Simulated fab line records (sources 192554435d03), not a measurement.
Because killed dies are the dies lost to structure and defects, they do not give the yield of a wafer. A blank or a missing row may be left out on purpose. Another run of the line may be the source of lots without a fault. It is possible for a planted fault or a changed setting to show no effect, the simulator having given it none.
fab line records	flow n5-finfet	part 2 of 2: steps 30 to 35 of 35
record lots=5	wafers=15	last-day=19
route steps=1938 shown BEOL_M13@1661
lots untouched by any fault: they come from a run of this same line in which no faults occurred
start-h: start of the lot's first displayed wafer, in hours after the record's first day	wait-h: hours since the lot's step before	" the same as in the row above	L1.1+2: a single row standing in for several wafers	- no value, or no start was given	* or withheld: withheld	< > ~ a bound
route shown NAME@n: names a module that has steps shown in the file, with the first one's number in the route	usual: average and standard deviation across the fault-free wafers	same: alike in all rows	chamber/n: place in a boat	sites: the reading at each site	_std_site: standard deviation across them	_edge_site: the outer-site mean with the inner-site mean subtracted	radius-mm: for every site, how far away it sits from the centre of the wafer	mask NAME#n: copy n	behind: tool/chamber where the wafer was last shaped	hold: reason for holding the lot/hours on hold/outcome of the hold	device: which transistor (n, p or np) failed to switch	end of line: tests of these same wafers at the route's end	a step given without rows: its recipe and nothing more	killed: dies that structure and defects cost at the first sort, which is not the same as the wafer's yield	map: shows each die of a wafer: x if killed, . if not, _ if none is there
set.NAME: the setting as run; set.NAME@STEP: as run at that earlier step	model.NAME: the simulator's own value behind a step, which no gauge read
lots seen at some steps along the route; tables by step, rows by wafer
services: a tool's chamber out of use, with start hour (start-h, from the record's first day; less than 0 if before it), hours out, and reason
## steps
# step N5_BEOL_M13_OVL_MEAS_29
# recipe points-per-wafer=44
# usual M13_OVL=4/5.1
lot.wafer	tool	chamber	start-h	wait-h	M13_OVL[nm]
L075.2	overlay-02	0	261.32	0.1	1
L075.3	"	0	"	"	4
L075.6	"	0	"	"	-1
L079.1	overlay-01	0	274.25	0.0	8
L079.2	"	0	"	"	7
L079.5	"	0	"	"	-4
L084.3	overlay-01	0	323.84	0.0	10
L084.4	"	0	"	"	5
L084.6	"	0	"	"	7
L091.1	overlay-02	0	376.50	0.0	2
L091.2	"	0	"	"	-4
L091.6	"	0	"	"	1
L097.1	overlay-01	0	418.57	0.0	3
L097.3	"	0	"	"	7
L097.5	"	0	"	"	6
# step N5_BEOL_M13_INSPECT_30
# recipe mode=adi	inspect-instrument=macro
# usual raw-defect-count=2.0/1.6
lot.wafer	tool	chamber	start-h	wait-h	raw-defect-count
L075.2	defect-inspect-02	-	261.35	0.0	1
L075.3	"	-	"	"	1
L075.6	"	-	"	"	2
L079.1	defect-inspect-01	-	274.28	0.0	0
L079.2	"	-	"	"	2
L079.5	"	-	"	"	5
L084.3	defect-inspect-02	-	323.87	0.0	0
L084.4	"	-	"	"	2
L084.6	"	-	"	"	1
L091.1	defect-inspect-01	-	376.52	0.0	2
L091.2	"	-	"	"	2
L091.6	"	-	"	"	1
L097.1	defect-inspect-02	-	418.59	0.0	1
L097.3	"	-	"	"	4
L097.5	"	-	"	"	2
# step N5_BEOL_M13_DESCUM_33
# recipe chemistry=O2	time-s=7.9	source-power-w=50	bias-power-w=20	pressure-mtorr=20	rf-frequency-hz=2.712e+07	temp-c=40	o2-flow-sccm=225
# usual drypump-motor-current-A=5.50/0.29	o2-flow-sccm=225.0/0.66	oes-product-au=0.80/0.096	rf-vpp-V=242.8/1.4	showerhead-plenum-p-Torr=2.07/0.079	throttle-valve-pct=20.38/0.28
lot.wafer	tool	chamber	start-h	wait-h	drypump-motor-current-A	o2-flow-sccm	oes-product-au	rf-hours-counter-h	rf-vpp-V	showerhead-plenum-p-Torr	throttle-valve-pct
L075.2	rie-diel-03	2	261.38	0.0	5.30	225.3	0.72	190	243.9	2.08	20.95
L075.3	"	3	"	"	5.70	224.3	0.68	246	241.6	2.07	20.77
L075.6	"	3	"	"	5.71	225.5	0.69	-	243.5	2.06	20.75
L079.1	rie-diel-01	0	274.40	0.1	5.06	224.5	0.80	98	243.4	2.11	20.64
L079.2	"	1	"	"	5.56	224.1	0.69	241	243.9	2.15	20.52
L079.5	"	2	"	"	5.70	225.5	0.69	-	242.3	2.06	20.61
L084.3	rie-diel-06	2	323.90	0.0	5.90	224.6	0.75	142	244.0	2.18	20.19
L084.4	"	2	"	"	5.92	223.9	0.75	-	245.3	2.18	20.19
L084.6	"	0	"	"	5.48	224.8	0.82	-	243.8	2.12	20.18
L091.1	rie-diel-06	0	377.02	0.5	5.48	225.7	0.81	113	245.1	2.11	20.23
L091.2	"	3	"	"	5.09	225.0	0.94	11	245.0	2.23	20.15
L091.6	"	3	"	"	5.09	225.1	0.94	-	245.0	2.23	20.12
L097.1	rie-diel-01	1	418.66	0.1	5.61	225.0	0.91	21	244.3	2.14	20.19
L097.3	"	0	"	"	5.07	225.0	0.77	136	243.0	2.10	20.70
L097.5	"	1	"	"	5.59	225.3	0.92	-	243.8	2.14	20.19
# step N5_BEOL_M13_ETCH_67
# recipe chemistry=CF4	target=SiARC	target-depth-a=1430	time-s=238.3	ion-energy-ev=80	pressure-mtorr=40	source-w=545	bias-w=36	Ar_flow_sccm=100	cf4-flow-sccm=100	ends=cleared
# usual drypump-motor-current-A=5.51/0.29	etch-rf-on-time-s=237/3.8	mfc-ar-sccm=100.0/0.31	oes-product-au=0.68/0.08	rf-vpp-V=183.8/1.2	showerhead-plenum-p-Torr=2.12/0.073	throttle-valve-pct=15.56/0.28
lot.wafer	tool	chamber	start-h	wait-h	drypump-motor-current-A	etch-rf-on-time-s	mfc-ar-sccm	oes-product-au	rf-hours-counter-h	rf-vpp-V	showerhead-plenum-p-Torr	throttle-valve-pct
L075.2	rie-diel-03	2	261.42	0.0	5.28	241	100.2	0.62	190	183.1	2.13	16.13
L075.3	"	3	"	"	5.71	241	100.0	0.59	246	184.3	2.11	15.94
L075.6	"	3	"	"	5.71	240	99.8	0.59	-	182.4	2.11	15.94
L079.1	rie-diel-01	0	274.43	0.0	5.07	234	99.7	0.69	98	183.7	2.16	15.79
L079.2	"	1	"	"	5.59	232	100.1	0.60	241	184.6	2.19	15.76
L079.5	"	2	"	"	5.66	237	99.9	0.59	-	183.0	2.11	15.85
L084.3	rie-diel-06	2	323.94	0.0	5.94	239	100.2	0.65	142	185.2	2.22	15.38
L084.4	"	2	"	"	5.98	237	100.7	0.65	-	183.6	2.23	15.39
L084.6	"	0	"	"	5.46	232	100.3	0.71	-	184.3	2.16	15.35
L091.1	rie-diel-06	0	377.05	0.0	5.44	235	100.1	0.69	113	183.3	2.15	15.39
L091.2	"	3	"	"	5.06	242	99.4	0.79	11	185.1	2.27	15.24
L091.6	"	3	"	"	5.06	242	100.4	0.78	-	184.9	2.27	15.24
L097.1	rie-diel-01	1	418.69	0.0	5.58	231	100.7	0.79	21	183.6	2.18	15.32
L097.3	"	0	"	"	5.07	238	100.3	0.65	136	182.9	2.15	15.86
L097.5	"	1	"	"	5.56	232	100.0	0.79	-	186.3	2.18	15.32
# step N5_BEOL_M13_ETCH_68
# recipe chemistry=N2/H2	target=SOC	mask-material=SiARC	source-w=3000	bias-w=350	temp-c=40	time-s=355	ion-energy-ev=200	pressure-mtorr=30	n2-flow-sccm=200	h2-flow-sccm=200
# usual drypump-motor-current-A=5.52/0.28	h2-flow-sccm=200.0/0.6	oes-product-au=0.80/0.095	rf-vpp-V=523.2/2.7	showerhead-plenum-p-Torr=2.52/0.096	throttle-valve-pct=17.74/0.27
lot.wafer	tool	chamber	start-h	wait-h	drypump-motor-current-A	h2-flow-sccm	oes-product-au	rf-hours-counter-h	rf-vpp-V	showerhead-plenum-p-Torr	throttle-valve-pct
L075.2	rie-diel-03	2	261.56	0.1	5.31	200.1	0.71	190	523.1	2.53	18.30
L075.3	"	3	"	"	5.71	199.1	0.68	246	523.2	2.51	18.13
L075.6	"	3	"	"	5.71	200.5	0.68	-	523.3	2.51	18.14
L079.1	rie-diel-01	0	274.58	0.1	5.08	199.6	0.80	98	524.8	2.56	17.89
L079.2	"	1	"	"	5.59	199.5	0.69	241	524.7	2.62	17.94
L079.5	"	2	"	"	5.67	199.7	0.69	-	523.8	2.51	18.02
L084.3	rie-diel-06	2	324.08	0.1	5.97	199.8	0.75	143	526.3	2.66	17.73
L084.4	"	2	"	"	5.96	200.2	0.76	-	526.2	2.66	17.74
L084.6	"	0	"	"	5.46	200.3	0.83	-	522.9	2.56	17.48
L091.1	rie-diel-06	0	377.20	0.1	5.47	200.4	0.80	113	524.9	2.56	17.51
L091.2	"	3	"	"	5.07	200.2	0.94	11	528.3	2.71	17.52
L091.6	"	3	"	"	5.08	199.5	0.93	-	528.6	2.71	17.53
L097.1	rie-diel-01	1	418.84	0.1	5.58	200.0	0.91	21	526.3	2.60	17.57
L097.3	"	0	"	"	5.08	199.5	0.76	136	524.6	2.55	17.97
L097.5	"	1	"	"	5.59	200.3	0.92	-	524.8	2.60	17.58
# step N5_BEOL_M13_STRIP_69
# recipe chemistry=N2/H2	temp-c=40	n2-flow-sccm=200	h2-flow-sccm=200	rf-frequency-hz=6e+07
lot.wafer	tool	chamber	start-h	wait-h
L075.2+3+6	rie-diel-03	2,3,3	261.77	0.1
L079.1+2+5	rie-diel-01	0,1,2	274.79	0.1
L084.3+4+6	rie-diel-06	2,2,0	324.29	0.1
L091.1+2+6	rie-diel-06	0,3,3	377.41	0.1
L097.1+3+5	rie-diel-01	1,0,1	419.05	0.1
## services
tool	chamber	start-h	hours	kind
rie-diel-03	2	241.27	5.7	repair
rie-diel-03	3	244.60	9.1	repair
krf-scanner-01	-	261.51	1.3	pm
rie-diel-06	2	269.26	3.9	repair
krf-scanner-01	-	272.12	3.6	pm
rie-diel-01	0	275.92	17.7	repair
krf-scanner-02	-	283.03	1.8	repair
wet-bench-04	-	284.09	1.3	repair
plasma-asher-02	-	293.29	0.9	repair
krf-scanner-01	-	308.13	3.0	pm
rie-diel-03	-	339.99	0.7	repair
krf-scanner-02	-	348.03	1.1	repair
rie-diel-06	0	356.11	2.4	repair
rie-diel-01	0	358.70	5.0	repair
rie-diel-03	0	364.52	16.1	repair
rie-diel-01	0	367.00	3.0	repair
rie-diel-06	2	374.77	20.6	repair
krf-scanner-02	-	376.39	1.5	repair
krf-scanner-02	-	385.49	2.4	repair
krf-scanner-02	-	387.93	1.0	pm
krf-scanner-02	-	391.60	0.5	repair
krf-scanner-02	-	399.93	0.8	pm
krf-scanner-02	-	407.15	1.3	pm
rie-diel-06	3	411.55	5.7	repair
